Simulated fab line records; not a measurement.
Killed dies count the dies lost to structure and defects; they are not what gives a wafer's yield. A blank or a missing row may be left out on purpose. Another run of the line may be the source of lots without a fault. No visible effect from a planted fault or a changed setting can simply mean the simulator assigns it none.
What tool caused it? | flow n5 finfet | 11 lots with 33 wafers sampled at 4 steps, on a route of 1938 steps

WHAT EACH GAUGE READ, for each wafer
N5_BEOL_M8_CD_MEAS_35: target cd 40 nm.
lot  | measured     | on        | cd nm (nm)
L188 | day 9 17:10  | cd sem-01 | 38.7 39.3 40.8
L191 | day 10 08:36 | cd sem-01 | 38.3 39.2 38.8
L189 | day 10 11:46 | cd sem-01 | 38.9 39.6 39.2
L193 | day 10 18:45 | cd sem-01 | 40.6 41.5 40.4
L190 | day 10 19:15 | cd sem-02 | 40.1 39.5 40.2
L192 | day 10 19:19 | cd sem-02 | 40.5 38.7 40.3
L195 | day 12 06:01 | cd sem-03 | 40.4 40.3 40.4
L204 | day 13 16:39 | cd sem-01 | 40.2 39.3 39.1
L201 | day 14 06:59 | cd sem-01 | 40.3 40.2 40.5
L203 | day 14 13:31 | cd sem-03 | 39.1 40.5 39.9
L205 | day 14 16:26 | cd sem-03 | 39.9 40.7 40.4

N5_BEOL_M8_THK_MEAS_53: measures by xrf.
lot  | measured     | on            | M8_THK (nm)
L188 | day 9 19:22  | film metro-02 | 79.5 82.1 81.5
L191 | day 10 11:32 | film metro-01 | 79.3 81.9 81.9
L189 | day 10 15:23 | film metro-01 | 82.0 80.9 78.7
L193 | day 10 21:05 | film metro-01 | 84.7 81.4 79.6
L190 | day 10 21:47 | film metro-02 | 79.8 81.1 83.5
L192 | day 10 21:33 | film metro-02 | 78.1 77.5 79.9
L195 | day 12 08:04 | film metro-01 | 82.3 81.7 80.1
L204 | day 13 19:10 | film metro-01 | 76.4 80.5 77.9
L201 | day 14 09:45 | film metro-01 | 81.5 83.9 85.3
L203 | day 14 17:10 | film metro-02 | 83.2 84.8 79.1
L205 | day 14 19:02 | film metro-01 | 82.2 82.9 83.7

TOOL THAT RAN EACH LOT (tool first, then ch and the chambers of the sampled wafers, then the start)
lot  | N5_BEOL_M8_PRE_CLEAN_45      | N5_BEOL_M8_CVD_78
L188 | pvd sputter-03, day 9 17:45  | cvd co-02 ch 0,1, day 9 18:18
L191 | pvd sputter-02, day 10 09:05 | cvd co-01 ch 0,1, day 10 09:42
L189 | pvd sputter-03, day 10 13:47 | cvd co-01 ch 0,1,2, day 10 14:23
L193 | pvd sputter-03, day 10 19:19 | cvd co-01 ch 0,2, day 10 19:49
L190 | pvd sputter-02, day 10 19:58 | cvd co-01 ch 0,1,2, day 10 20:25
L192 | pvd sputter-03, day 10 19:49 | cvd co-01 ch 0,1,2, day 10 20:20
L195 | pvd sputter-01, day 12 06:27 | cvd co-02 ch 0,1,2, day 12 07:05
L204 | pvd sputter-01, day 13 17:26 | cvd co-01 ch 0,1,2, day 13 18:03
L201 | pvd sputter-01, day 14 07:46 | cvd co-02 ch 0,1,2, day 14 08:26
L203 | pvd sputter-01, day 14 14:18 | cvd co-02 ch 0,1,2, day 14 15:26
L205 | pvd sputter-01, day 14 17:04 | cvd co-01 ch 1,2, day 14 17:40
- N5_BEOL_M8_PRE_CLEAN_45: time 30 s.
- N5_BEOL_M8_CVD_78: deposits Co from CCTBA/H2, target thk 2 nm, time 142.3 s.

WHAT THE TOOLS THEMSELVES READ (means of the sampled wafers that have a number; where no wafer has one, the mark that the record gives instead)
N5_BEOL_M8_PRE_CLEAN_45.
lot  | tool           | heater power w (W)
L188 | pvd sputter-03 | 340
L191 | pvd sputter-02 | 347
L189 | pvd sputter-03 | 334
L193 | pvd sputter-03 | 339
L190 | pvd sputter-02 | 330
L192 | pvd sputter-03 | 351
L195 | pvd sputter-01 | 336
L204 | pvd sputter-01 | 342
L201 | pvd sputter-01 | 342
L203 | pvd sputter-01 | 334
L205 | pvd sputter-01 | 332

N5_BEOL_M8_CVD_78.
lot  | tool      | run length s (s)
L188 | cvd co-02 | 164.7
L191 | cvd co-01 | 165.3
L189 | cvd co-01 | 165.0
L193 | cvd co-01 | 164.9
L190 | cvd co-01 | 165.5
L192 | cvd co-01 | 165.0
L195 | cvd co-02 | 165.2
L204 | cvd co-01 | 165.0
L201 | cvd co-02 | 135.0
L203 | cvd co-02 | 145.1
L205 | cvd co-01 | 164.7

THE ANSWER, worked out from the rows above alone
Rule: the usual values come from the lots themselves. Put in order of their means at a reading, lots are off if they are a third of the lots or fewer, leave a main group of 4 or more, and stand apart from it by a gap of 3 or more times the standard deviation of the main group's means; of several such gaps the widest counts. Not used: any main group whose means are identical at the precision the tables above print for the reading. A lot without any number at a reading at which 4 lots or more have one is off too. The other lots that the step has rows for count as sound. After the gauges, taken in route order, come the tools' own readings; for these a lot's mean is taken, as printed above. At the first step where some lot is off, the reading lying furthest off is the one used; lots without a number count as furthest.
Off: L201, L203, at N5_BEOL_M8_CVD_78 (run length s). Mean 165.0 s and standard deviation 0.25 in the main group.
A tool fits if, at that step or a process step before it, it ran every lot that is off, and no sound lot after the first of them. One fits: N5_BEOL_M8_CVD_78 on cvd co-02. A fault onset in the window from L195 (day 12 07:05, its last sound lot) to L201 (day 14 08:26, its first lot off) fits.
The tool's own readings at N5_BEOL_M8_CVD_78 bear it out: on the lots that are off they differ by more than 5 times the standard deviation of the sound lots' means. run length s reads 140.1 s there against 165.0 s on the sound lots.

WHAT THE SIMULATOR HAD INSERTED
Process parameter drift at N5_BEOL_M8_CVD_78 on cvd co-02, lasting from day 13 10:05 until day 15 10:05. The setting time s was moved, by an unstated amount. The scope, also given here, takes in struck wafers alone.
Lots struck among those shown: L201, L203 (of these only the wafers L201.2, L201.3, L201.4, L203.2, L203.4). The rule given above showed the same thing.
